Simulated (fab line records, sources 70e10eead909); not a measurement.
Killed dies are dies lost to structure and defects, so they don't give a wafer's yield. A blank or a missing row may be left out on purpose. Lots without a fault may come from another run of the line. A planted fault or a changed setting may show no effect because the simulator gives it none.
fab line records | flow nand_harc
record lots=5 wafers=15 last_day=32
route steps=1302 shown P_GATE@170
lots that met no fault: from a run of the same line without faults
start_h: hours from the record's first day to the start of the lot's first wafer shown | wait_h: hours since the lot's step before | " the same as in the row above | L1.1+2: a row that stands for several wafers | - no value, or no start given | * or withheld: withheld | < > ~ a bound
route shown NAME@n: a module of which the file shows steps, and the number in the route of the first | usual: mean/standard deviation of fault-free wafers | same: alike in all rows | chamber/n: place in a boat | sites: the reading at each site | _std_site: their standard deviation | _edge_site: outer sites' mean less inner sites' | radius_mm: how far each site lies from the wafer's centre | mask NAME#n: copy n | behind: the tool/chamber that last shaped the wafer | hold: why the lot was held/for how many hours/how that ended | device: the transistor (n, p or np) that didn't switch | end of line: the same wafers' tests at the end of the route | a step without rows: its recipe alone | killed: dies lost to structure and defects at the first sort, not the wafer's yield | map: a wafer's dies, x killed, . not, _ none there
set.NAME: the setting as run; set.NAME@STEP: as run at that earlier step | model.NAME: the simulator's own value behind a step, which no gauge read
lots at some steps of the route; a table a step, a row a wafer
services: from which hour (start_h, from the record's first day; less than 0 if before it) a tool's chamber was out of use, for how many hours, and why
## steps
# step NHARC_P_GATE_CD_MEAS_46
# recipe target_cd_nm=720 landing_energy_ev=500
# usual cd_nm=718.8/2.2
# columns lot.wafer tool chamber start_h wait_h cd_nm
L667.4 cd_sem-02 0 130.81 - 718.2
L667.5 " 0 " " 717.8
L667.6 " 0 " " 721.2
L670.3 cd_sem-03 0 161.01 - 719.0
L670.5 " 0 " " 718.4
L670.6 " 0 " " 715.5
L675.1 cd_sem-02 0 208.84 - 724.4
L675.3 " 0 " " 718.9
L675.4 " 0 " " 718.9
L681.3 cd_sem-02 0 276.16 - 716.6
L681.4 " 0 " " 718.8
L681.5 " 0 " " 717.5
L684.1 cd_sem-01 0 304.79 - 716.1
L684.2 " 0 " " 717.1
L684.6 " 0 " " 720.2
# step NHARC_P_GATE_HARDBAKE_47
# recipe temp_c=125 time_s=80
# step NHARC_P_GATE_DESCUM_48
# recipe time_s=3 o2_flow_sccm=200 ar_flow_sccm=0 bias_power_w=0 chemistry=O2
# usual chamber_pressure_mTorr=60.00/0.055 drypump_motor_current_A=5.9/0.41 oes_product_au=1.000/0.013 rf_vpp_V=57.7/0.82 showerhead_plenum_p_Torr=1.90/0.086 throttle_valve_pct=11.310/0.0087
# columns lot.wafer tool chamber start_h wait_h chamber_pressure_mTorr drypump_motor_current_A oes_product_au rf_hours_counter_h rf_vpp_V showerhead_plenum_p_Torr throttle_valve_pct
L667.4 rie_diel-01 1 130.99 - 60.00 6.4 1.022 3.8 59.3 1.97 11.295
L667.5 " 2 " " 60.03 6.6 0.983 - 57.6 1.90 11.293
L667.6 " 3 " " 59.91 5.3 1.002 - 58.7 2.01 11.302
L670.3 rie_diel-10 3 161.18 - 60.03 5.7 0.986 5.7 56.6 1.99 11.316
L670.5 " 2 " " 59.96 5.9 0.998 - 57.5 1.85 11.316
L670.6 " 3 " " 59.99 5.7 0.984 - 59.1 1.99 11.296
L675.3 rie_diel-10 2 209.00 - 60.01 5.8 0.989 6.5 57.6 1.85 11.297
L675.1 " 0 " " 59.95 5.8 1.016 7.0 58.9 1.78 11.311
L675.4 " 2 " " 59.95 5.9 0.979 - 56.7 1.85 11.314
L681.3 rie_diel-10 1 276.34 - 60.01 6.2 0.984 0.9 57.3 1.95 11.302
L681.4 " 2 " " 60.07 5.9 0.995 1.0 57.7 1.85 11.299
L681.5 " 3 " " 60.00 5.7 1.007 - 57.8 1.98 11.317
L684.1 rie_diel-13 3 304.95 - 59.96 6.5 0.979 8.6 55.9 1.79 11.319
L684.2 " 1 " " 60.13 5.8 1.017 7.6 57.8 1.80 11.288
L684.6 " 3 " " 60.03 6.5 0.977 - 57.2 1.79 11.305
# step NHARC_P_GATE_IMPLANT_49
# recipe energy_kev=30 dose_cm2=3e+15 tilt_deg=7
# step NHARC_P_GATE_STRIP_111
# recipe power_w=1500 temp_c=110 time_s=250 chemistry=N2/H2
# usual drypump_motor_current_A=5.7/0.37 heater_power_w=87/9.5
# columns lot.wafer tool chamber start_h wait_h drypump_motor_current_A heater_power_w rf_hours_counter_h
L667.4 plasma_asher-01 0 131.53 0.3 5.3 101 -
L667.6 " 0 " " 5.4 102 -
L667.5 " 1 " " 6.1 94 -
L670.3 plasma_asher-01 1 161.64 0.2 6.1 93 -
L670.6 " 1 " " 6.1 91 -
L670.5 " 0 " " 5.4 105 -
L675.1 plasma_asher-02 1 209.40 0.2 5.3 77 31
L675.4 " 1 " " 5.3 78 -
L675.3 " 0 " " 6.0 83 -
L681.3 plasma_asher-02 0 276.78 0.2 6.0 83 -
L681.4 " 1 " " 5.3 75 -
L681.5 " 0 " " 6.0 82 -
L684.1 plasma_asher-02 1 305.36 0.2 5.2 76 10
L684.2 " 0 " " 6.0 82 10
L684.6 " 0 " " 6.0 85 -
# step NHARC_P_GATE_STRIP_75
# recipe power_w=1500 temp_c=250 chemistry=O2
# usual drypump_motor_current_A=5.7/0.37 heater_power_w=324/36
# columns lot.wafer tool chamber start_h wait_h drypump_motor_current_A heater_power_w rf_hours_counter_h
L667.4 plasma_asher-01 0 131.75 0.2 5.3 377 -
L667.6 " 0 " " 5.4 379 -
L667.5 " 1 " " 6.1 338 -
L670.3 plasma_asher-01 1 161.86 0.2 6.1 350 -
L670.6 " 1 " " 6.1 345 -
L670.5 " 0 " " 5.4 382 -
L675.1 plasma_asher-02 1 209.70 0.2 5.2 291 31
L675.4 " 1 " " 5.3 290 -
L675.3 " 0 " " 5.9 304 -
L681.3 plasma_asher-02 0 277.00 0.2 6.0 319 -
L681.4 " 1 " " 5.2 299 -
L681.5 " 0 " " 6.0 316 -
L684.1 plasma_asher-02 1 305.65 0.2 5.2 291 10
L684.2 " 0 " " 6.0 312 10
L684.6 " 0 " " 6.0 303 -
# step NHARC_P_GATE_STRIP_50
# recipe time_s=900 temp_c=130 chemistry=SPM
# step NHARC_P_GATE_DEHYDRATE_51
# recipe temp_c=150 time_s=120
# step NHARC_P_GATE_HMDS_52
# recipe time_s=30
# step NHARC_P_GATE_COAT_53
# recipe spin_rpm=3000
# step NHARC_P_GATE_SOFTBAKE_54
# recipe temp_c=122 time_s=95
# step NHARC_P_GATE_EBR_55
# step NHARC_P_GATE_EXPOSE_56
# recipe na=0.6 target_cd_nm=720 dose_mj=14.81 mask_id=P_PSD
# same na=0.6
# columns lot.wafer tool chamber start_h wait_h mask
L667.4+5+6 krf_scanner-02 0 132.52 - P_PSD#0
L670.3+5+6 krf_scanner-01 0 162.49 - P_NSD#0
L675.1+3+4 krf_scanner-02 0 210.47 - P_PSD#0
L681.3+4+5 krf_scanner-01 0 277.64 - P_PSD#0
L684.1+2+6 krf_scanner-01 0 306.43 - P_PSD#0
# step NHARC_P_GATE_PEB_57
# recipe peb_temp_c=118 peb_time_s=85
# step NHARC_P_GATE_DEVELOP_58
# recipe time_s=70
# step NHARC_P_GATE_CD_MEAS_59
# recipe target_cd_nm=720 landing_energy_ev=500
# usual cd_nm=719.3/2.9
# columns lot.wafer tool chamber start_h wait_h cd_nm
L667.4 cd_sem-02 0 132.66 - 723.9
L667.5 " 0 " " 724.1
L667.6 " 0 " " 723.2
L670.3 cd_sem-02 0 162.65 - -
L670.5 " 0 " " -
L670.6 " 0 " " -
L675.1 cd_sem-01 0 210.63 - 717.5
L675.3 " 0 " " 716.1
L675.4 " 0 " " 719.1
L681.3 cd_sem-02 0 277.79 - 715.4
L681.4 " 0 " " 718.9
L681.5 " 0 " " 719.0
L684.1 cd_sem-01 0 306.59 - 716.5
L684.2 " 0 " " 719.1
L684.6 " 0 " " 718.1
# step NHARC_P_GATE_HARDBAKE_60
# recipe temp_c=125 time_s=80
## services
# columns tool chamber start_h hours kind
krf_scanner-02 - 137.14 2.4 repair
rie_diel-01 3 138.43 21.0 repair
krf_scanner-01 - 140.00 4.0 pm
rie_diel-01 2 154.09 8.1 repair
rie_diel-01 2 164.48 16.5 repair
plasma_asher-01 - 165.00 9.0 pm
rie_diel-13 - 165.12 9.0 pm
rie_diel-01 - 203.80 9.0 pm
rie_diel-13 2 205.79 3.4 repair
rie_diel-10 3 208.14 1.5 repair
plasma_asher-01 - 210.01 1.6 repair
rie_diel-13 1 214.76 2.6 repair
krf_scanner-01 - 218.06 0.2 repair
krf_scanner-02 - 225.52 0.5 repair
rie_diel-10 2 235.82 3.1 repair
rie_diel-10 - 242.50 9.0 pm
plasma_asher-01 - 242.89 1.1 repair
plasma_asher-02 - 249.08 9.0 pm
plasma_asher-02 0 249.08 9.0 vent_cycle
plasma_asher-02 1 249.08 9.0 vent_cycle
krf_scanner-02 - 266.00 4.0 pm
rie_diel-13 - 266.92 0.3 repair
krf_scanner-02 - 288.88 0.8 repair
plasma_asher-01 - 299.97 7.9 repair
## key
first_sign step=NHARC_P_GATE_EXPOSE_56 reading=mask direction=changed
effect step=NHARC_P_GATE_CD_MEAS_59 reading=cd_nm direction=missing
met_at NHARC_P_GATE_EXPOSE_56
struck_wafers L670.3,L670.5,L670.6
later_rows_left_out L670.3,L670.5,L670.6
sort_left_out L670.3,L670.5,L670.6
tester_left_out L670
fault kind=wrong_mask tool=any chamber=- onset_h=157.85 steps=NHARC_P_GATE_EXPOSE_56 aux_copy=P_NSD#0 scope=struck_lots_only
# tester_left_out: of these lots the tester's yield and bins aren't shown, on N5 and GAA mostly nor the transistor test; their killed dies are dies lost to structure and defects alone, not to doping, threshold or leakage, so they don't give the yield
# sort_left_out: the simulated sort isn't trusted on such a fault, so these wafers' sort isn't shown, and their yield isn't known
# later_rows_left_out: the simulator's readings of these wafers behind a module that went badly wrong aren't trusted and aren't shown, but for the sort
